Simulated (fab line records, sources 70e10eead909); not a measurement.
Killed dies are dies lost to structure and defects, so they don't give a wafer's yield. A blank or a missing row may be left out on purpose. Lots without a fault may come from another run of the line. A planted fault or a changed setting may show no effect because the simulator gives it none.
fab line records | flow nand_harc
record lots=5 wafers=15 last_day=24
route steps=1159 shown P_BONDPAD@355 END@1159
lots that met no fault: from a run of the same line without faults
start_h: hours from the record's first day to the start of the lot's first wafer shown | wait_h: hours since the lot's step before | " the same as in the row above | L1.1+2: a row that stands for several wafers | - no value, or no start given | * or withheld: withheld | < > ~ a bound
route shown NAME@n: a module of which the file shows steps, and the number in the route of the first | usual: mean/standard deviation of fault-free wafers | same: alike in all rows | chamber/n: place in a boat | sites: the reading at each site | _std_site: their standard deviation | _edge_site: outer sites' mean less inner sites' | radius_mm: how far each site lies from the wafer's centre | mask NAME#n: copy n | behind: the tool/chamber that last shaped the wafer | hold: why the lot was held/for how many hours/how that ended | device: the transistor (n, p or np) that didn't switch | end of line: the same wafers' tests at the end of the route | a step without rows: its recipe alone | killed: dies lost to structure and defects at the first sort, not the wafer's yield | map: a wafer's dies, x killed, . not, _ none there
set.NAME: the setting as run; set.NAME@STEP: as run at that earlier step | model.NAME: the simulator's own value behind a step, which no gauge read
lots at some steps of the route; a table a step, a row a wafer
services: from which hour (start_h, from the record's first day; less than 0 if before it) a tool's chamber was out of use, for how many hours, and why
## steps
# step NHARC_P_BONDPAD_DEHYDRATE_01
# recipe temp_c=150 time_s=120
# step NHARC_P_BONDPAD_HMDS_02
# recipe time_s=30
# step NHARC_P_BONDPAD_COAT_36
# recipe temp_c=200 time_s=65
# step NHARC_P_BONDPAD_COAT_03
# recipe spin_rpm=2000 resist_thk_nm=600
# step NHARC_P_BONDPAD_SOFTBAKE_04
# recipe temp_c=125 time_s=70
# step NHARC_P_BONDPAD_EBR_05
# step NHARC_P_BONDPAD_EXPOSE_06
# recipe na=0.55 dose_mj=37.06 mask_id=P_BPAD
# step NHARC_P_BONDPAD_PEB_07
# recipe peb_temp_c=128 peb_time_s=80
# step NHARC_P_BONDPAD_DEVELOP_08
# recipe time_s=50 dev_temp_c=22
# step NHARC_P_BONDPAD_CD_MEAS_09
# recipe target_cd_nm=500 landing_energy_ev=500
# usual cd_nm=499.4/1.9
# columns lot.wafer tool chamber start_h wait_h cd_nm
L817.1 cd_sem-02 0 152.43 - 497.8
L817.3 " 0 " " 497.5
L817.6 " 0 " " 497.7
L819.2 cd_sem-02 0 167.83 - 500.5
L819.4 " 0 " " 502.9
L819.6 " 0 " " 500.3
L820.1 cd_sem-01 0 168.46 - 497.2
L820.4 " 0 " " 497.7
L820.6 " 0 " " 497.5
L828.2 cd_sem-03 0 225.46 - 497.6
L828.3 " 0 " " 499.5
L828.6 " 0 " " 497.5
L835.2 cd_sem-02 0 260.24 - 500.4
L835.4 " 0 " " 496.8
L835.6 " 0 " " 498.2
# step NHARC_P_BONDPAD_OVL_MEAS_38
# usual overlay_x_nm=0/7.3 overlay_y_nm=1/6.4
# columns lot.wafer tool chamber start_h wait_h overlay_x_nm overlay_y_nm
L817.1 overlay-01 - 152.52 - -6 -8
L817.3 " - " " -6 -8
L817.6 " - " " -7 -8
L819.2 overlay-01 - 167.92 - 2 -1
L819.4 " - " " 2 0
L819.6 " - " " 2 -1
L820.1 overlay-02 - 168.55 - -11 -1
L820.4 " - " " -12 -2
L820.6 " - " " -11 -1
L828.2 overlay-01 - 225.55 - 0 2
L828.3 " - " " 0 2
L828.6 " - " " 1 2
L835.2 overlay-02 - 260.32 - 12 -11
L835.4 " - " " 12 -11
L835.6 " - " " 12 -10
# step NHARC_P_BONDPAD_HARDBAKE_10
# recipe temp_c=118 time_s=65
# step NHARC_P_BONDPAD_DESCUM_11
# recipe time_s=3 o2_flow_sccm=200 ar_flow_sccm=0 bias_power_w=0 chemistry=O2
# usual drypump_motor_current_A=5.7/0.39 oes_product_au=1.002/0.011 rf_vpp_V=57.8/0.96 run_length_s=23.94/0.26 showerhead_plenum_p_Torr=1.90/0.092 throttle_valve_pct=11.309/0.0085
# columns lot.wafer tool chamber start_h wait_h drypump_motor_current_A oes_product_au rf_hours_counter_h rf_vpp_V run_length_s showerhead_plenum_p_Torr throttle_valve_pct
L817.1 rie_diel-04 2 152.65 - 6.0 1.013 3 58.2 23.80 1.83 11.323
L817.3 " 3 " " 5.5 0.999 3 58.0 23.97 1.79 11.314
L817.6 " 1 " " 5.5 1.002 - 56.7 24.06 2.01 11.312
L819.4 rie_diel-04 2 168.04 - 6.0 1.006 5 56.3 23.80 1.83 11.307
L819.2 " 1 " " 5.4 0.990 5 59.0 23.99 2.01 11.317
L819.6 " 3 " " 5.5 0.987 - 57.6 24.10 1.79 11.301
L820.4 rie_diel-04 1 168.67 - 5.5 0.998 5 58.3 23.90 2.01 11.287
L820.1 " 2 " " 6.0 1.014 5 58.2 23.68 1.83 11.300
L820.6 " 2 " " 6.0 1.017 - 56.9 23.83 1.83 11.312
L828.3 rie_diel-04 2 225.67 - 6.0 1.025 12 56.6 23.64 1.83 11.299
L828.2 " 1 " " 5.4 1.008 12 57.5 23.97 2.00 11.313
L828.6 " 2 " " 6.0 1.027 - 58.3 24.17 1.83 11.311
L835.2 rie_diel-04 3 260.48 - 5.5 0.993 16 54.9 24.37 1.79 11.326
L835.4 " 1 " " 5.5 1.000 - 58.3 23.90 2.00 11.307
L835.6 " 2 " " 6.0 1.004 - 57.1 25.10 1.83 11.313
# step NHARC_P_BONDPAD_ETCH_37
# recipe target_depth_a=600 overetch_a=180 time_s=65.91 ion_energy_ev=200 n2_flow_sccm=150 h2_flow_sccm=150 ar_flow_sccm=0 rf_w=400 bias_w=150 chemistry=N2/H2
# usual drypump_motor_current_A=5.7/0.4 oes_product_au=0.999/0.011 rf_vpp_V=430.4/2.9 showerhead_plenum_p_Torr=2.04/0.1 throttle_valve_pct=14.171/0.0095
# columns lot.wafer tool chamber start_h wait_h drypump_motor_current_A oes_product_au rf_hours_counter_h rf_vpp_V showerhead_plenum_p_Torr throttle_valve_pct
L817.1 rie_diel-04 2 152.73 0.1 6.0 1.015 3 428.7 1.95 14.160
L817.3 " 3 " " 5.5 0.979 3 426.8 1.91 14.178
L817.6 " 1 " " 5.5 0.988 - 433.5 2.14 14.174
L819.2 rie_diel-04 0 168.13 0.1 6.3 0.997 5 432.4 2.15 14.162
L819.4 " 2 " " 6.0 1.013 5 429.1 1.95 14.175
L819.6 " 0 " " 6.3 1.004 - 433.0 2.15 14.172
L820.4 rie_diel-04 3 168.76 0.1 5.5 0.993 5 425.3 1.91 14.166
L820.1 " 0 " " 6.3 1.009 5 432.0 2.15 14.153
L820.6 " 3 " " 5.5 0.986 - 426.3 1.91 14.172
L828.2 rie_diel-04 3 225.77 0.1 5.5 0.993 12 427.7 1.90 14.161
L828.3 " 0 " " 6.2 1.009 10 433.0 2.15 14.158
L828.6 " 1 " " 5.5 1.007 - 432.2 2.14 14.164
L835.2 rie_diel-04 1 260.68 0.2 5.5 0.999 16 433.7 2.14 14.172
L835.4 " 1 " " 5.5 1.007 - 432.7 2.14 14.161
L835.6 " 2 " " 6.0 1.024 - 426.5 1.95 14.173
# step NHARC_END_SORT_01
# recipe temp_c=25
# usual defect_limited_yield=95.1/1.6 killed_at_array=29/11 killed_at_other=0.7/1.1 killed_at_periphery=2.9/2.2 killed_dies=33/11 killed_open=3.1/1.8 killed_short=1.9/1.4 sort_bin_2_pct=1.6/0.64 sort_bin_3_pct=0.26/0.18 sort_bin_4_pct=3.1/1.1 sort_n_pass=644/11 sort_rim_yield_pct=95.7/2.8 sort_yield_pct=95.1/1.6
# same gross_dies=677 sort_bin_5_pct[%]=0 sort_bin_6_pct[%]=0 sort_bin_7_pct[%]=0 sort_bin_8_pct[%]=0 sort_rim_n_gross=106.00
# columns lot.wafer tool chamber start_h wait_h defect_limited_yield[%] killed_at_array killed_at_other killed_at_periphery killed_dies killed_open killed_short sort_bin_2_pct[%] sort_bin_3_pct[%] sort_bin_4_pct[%] sort_n_pass sort_rim_yield_pct[%] sort_yield_pct[%]
L817.1 prober-01 0 456.29 2.5 98.7 9 0 0 9 3 1 0.7 0.15 0.4 668 100.0 98.7
L817.3 prober-01 0 457.89 3.1 98.8 5 1 2 8 4 1 0.3 0.15 0.7 669 99.1 98.8
L817.6 prober-01 0 460.28 4.0 98.4 10 1 0 11 4 3 0.1 0 1.5 666 100.0 98.4
L819.2 prober-01 0 479.90 2.8 93.6 40 0 3 43 3 1 1.8 0.15 4.4 634 92.5 93.6
L819.4 prober-01 0 481.53 3.4 93.8 40 0 2 42 3 4 1.9 0.44 3.8 635 97.2 93.8
L819.6 prober-01 0 483.15 4.1 94.8 33 1 1 35 4 2 1.6 0.15 3.4 642 95.3 94.8
L820.1 prober-02 0 489.16 2.5 97.9 11 0 3 14 2 5 0.7 0.30 1.0 663 99.1 97.9
L820.4 prober-02 0 491.55 3.4 97.0 14 0 6 20 2 1 0.7 0.15 2.1 657 100.0 97.0
L820.6 prober-02 0 493.14 4.0 96.6 17 0 6 23 2 3 1.5 0 1.9 654 97.2 96.6
L828.2 prober-01 0 522.21 2.8 92.8 45 2 2 49 5 0 3.0 0.15 4.1 628 98.1 92.8
L828.3 prober-01 0 523.01 3.1 93.5 39 2 3 44 2 1 1.9 0.59 4.0 633 94.3 93.5
L828.6 prober-01 0 525.39 4.0 92.5 45 3 3 51 4 2 3.1 0.15 4.3 626 97.2 92.5
L835.2 prober-01 0 571.61 2.8 94.4 36 1 1 38 3 2 2.1 0.15 3.4 639 94.3 94.4
L835.4 prober-01 0 573.24 3.5 95.3 31 0 1 32 2 3 1.2 0.44 3.1 645 96.2 95.3
L835.6 prober-01 0 574.88 4.1 94.8 35 0 0 35 0 4 1.9 0.30 3.0 642 97.2 94.8
# killed by level:class
L817.1 A_STAIRCASE:chamber_film_flake=3 A_CHANNEL_HOLE_D1:chamber_film_flake=2 A_CHANNEL_FILL_D1:geometric_particle:short=1 A_CHANNEL_FILL_D1:geometric_particle:open=1 A_SGD_CUT:geometric_particle:open=1 A_WL_FILL:geometric_particle:open=1
L817.3 P_CONTACT:geometric_particle:open=1 P_M2:geometric_particle:open=1 A_CHANNEL_FILL_D1:geometric_particle:short=1 A_CONTACT:geometric_particle:open=1 A_BLC:geometric_particle:open=1 A_CHANNEL_HOLE_D1:chamber_film_flake=1 A_STAIRCASE:chamber_film_flake=1 THIN_TSV:chamber_film_flake=1
L817.6 A_WL_FILL:geometric_particle:short=2 A_CONTACT:geometric_particle:open=2 A_ONON_D1:geometric_particle:open=1 A_CONTACT:geometric_particle:short=1 A_BLC:geometric_particle:open=1 A_CHANNEL_HOLE_D1:chamber_film_flake=1 A_STAIRCASE:chamber_film_flake=1 A_SLIT:chamber_film_flake=1
L819.2 A_CHANNEL_HOLE_D1:chamber_film_flake=18 A_SLIT:chamber_film_flake=9 A_CONTACT:chamber_film_flake=7 P_ZERO_WELL:chamber_film_flake=2 A_WL_FILL:geometric_particle:short=1 A_WL_FILL:geometric_particle:open=1 A_CONTACT:geometric_particle:open=1 A_M0:geometric_particle:open=1
L819.4 A_SLIT:chamber_film_flake=18 A_CHANNEL_HOLE_D1:chamber_film_flake=14 A_CONTACT:chamber_film_flake=2 P_M0:geometric_particle:open=1 A_ONON_D1:geometric_particle:open=1 A_ONON_D1:geometric_particle:short=1 A_CHANNEL_HOLE_D1:geometric_particle:short=1 A_CHANNEL_FILL_D1:geometric_particle:short=1
L819.6 A_CHANNEL_HOLE_D1:chamber_film_flake=13 A_SLIT:chamber_film_flake=9 A_CONTACT:chamber_film_flake=5 A_CONTACT:geometric_particle:open=2 A_SOURCE_PLATE:geometric_particle:short=1 A_SGD_CUT:geometric_particle:open=1 A_CONTACT:geometric_particle:short=1 A_M0:geometric_particle:open=1
L820.1 A_CONTACT:chamber_film_flake=3 A_CHANNEL_FILL_D1:geometric_particle:short=2 P_GATE:geometric_particle:short=1 P_CONTACT:geometric_particle:open=1 A_ONON_D1:geometric_particle:open=1 A_ONON_D1:geometric_particle:short=1 A_WL_FILL:geometric_particle:short=1 P_M1:chamber_film_flake=1
L820.4 P_M1:chamber_film_flake=5 A_CONTACT:chamber_film_flake=4 A_CONTACT:geometric_particle:open=2 A_WL_FILL:chamber_film_flake=2 A_CHANNEL_HOLE_D1:chamber_film_flake=2 A_CONTACT:geometric_particle:short=1 P_ZERO_WELL:chamber_film_flake=1 A_ZERO_WELL:chamber_film_flake=1
L820.6 A_CONTACT:chamber_film_flake=8 P_M1:chamber_film_flake=3 A_CONTACT:geometric_particle:open=2 A_CHANNEL_HOLE_D1:chamber_film_flake=2 A_STAIRCASE:chamber_film_flake=2 P_M1:geometric_particle:short=1 A_ONON_D1:geometric_particle:short=1 A_CHANNEL_FILL_D1:geometric_particle:short=1
L828.2 A_CHANNEL_HOLE_D1:chamber_film_flake=21 A_SLIT:chamber_film_flake=16 A_SOURCE_PLATE:geometric_particle:open=2 A_CONTACT:geometric_particle:open=2 A_ZERO_WELL:chamber_film_flake=2 THIN_TSV:chamber_film_flake=2 P_M0:geometric_particle:open=1 P_GATE:chamber_film_flake=1
L828.3 A_CHANNEL_HOLE_D1:chamber_film_flake=19 A_SLIT:chamber_film_flake=12 A_CONTACT:chamber_film_flake=3 A_STAIRCASE:chamber_film_flake=2 THIN_TSV:chamber_film_flake=2 A_SGD_CUT:geometric_particle:short=1 A_BLC:geometric_particle:open=1 A_M0:geometric_particle:open=1
L828.6 A_CHANNEL_HOLE_D1:chamber_film_flake=20 A_SLIT:chamber_film_flake=13 A_STAIRCASE:chamber_film_flake=4 THIN_TSV:chamber_film_flake=3 A_BLC:geometric_particle:open=2 P_ZERO_WELL:chamber_film_flake=2 A_SOURCE_PLATE:geometric_particle:short=1 A_WL_FILL:geometric_particle:open=1
L835.2 A_SLIT:chamber_film_flake=19 A_CHANNEL_HOLE_D1:chamber_film_flake=5 A_STAIRCASE:chamber_film_flake=5 A_CONTACT:chamber_film_flake=3 P_GATE:geometric_particle:open=1 A_CHANNEL_FILL_D1:geometric_particle:short=1 A_WL_FILL:geometric_particle:short=1 A_CONTACT:geometric_particle:open=1
L835.4 A_SLIT:chamber_film_flake=17 A_CHANNEL_HOLE_D1:chamber_film_flake=3 A_STAIRCASE:chamber_film_flake=3 A_CONTACT:chamber_film_flake=3 A_WL_FILL:geometric_particle:short=2 A_CHANNEL_FILL_D1:geometric_particle:short=1 A_CHANNEL_FILL_D1:geometric_particle:open=1 A_CONTACT:geometric_particle:open=1
L835.6 A_SLIT:chamber_film_flake=17 A_CHANNEL_HOLE_D1:chamber_film_flake=7 A_STAIRCASE:chamber_film_flake=4 A_WL_FILL:geometric_particle:short=3 A_CONTACT:chamber_film_flake=3 A_CHANNEL_FILL_D1:geometric_particle:short=1
## services
# columns tool chamber start_h hours kind
rie_diel-04 0 145.40 - clean
rie_diel-04 1 145.40 - clean
rie_diel-04 2 145.40 - clean
rie_diel-04 3 145.40 - clean
rie_diel-04 0 169.92 - clean
rie_diel-04 1 169.92 - clean
rie_diel-04 2 169.92 - clean
rie_diel-04 3 169.92 - clean
rie_diel-04 2 178.37 1.5 repair
rie_diel-04 0 194.42 - clean
rie_diel-04 1 194.42 - clean
rie_diel-04 2 194.42 - clean
rie_diel-04 3 194.42 - clean
rie_diel-04 - 195.89 0.3 repair
rie_diel-04 0 206.22 5.4 repair
rie_diel-04 0 215.23 5.7 repair
rie_diel-04 1 219.26 - clean
rie_diel-04 2 219.26 - clean
rie_diel-04 3 219.26 - clean
rie_diel-04 0 243.76 - clean
rie_diel-04 1 243.76 - clean
rie_diel-04 2 243.76 - clean
rie_diel-04 3 243.76 - clean
rie_diel-04 0 246.58 15.6 repair
## key
first_sign step=NHARC_P_BONDPAD_DESCUM_11 reading=run_length_s direction=up sigmas=4.5 usual=* struck=*
effect none on later readings
met_at NHARC_P_BONDPAD_DESCUM_11
struck_wafers L835.6
onset_between 225.67 260.48
fault kind=process_parameter_drift tool=rie_diel-04 chamber=- onset_h=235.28 steps=NHARC_P_BONDPAD_DESCUM_11 channel=time_s offset=* shape=step end_h=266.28 scope=struck_wafers_only acts_in=* stated=*
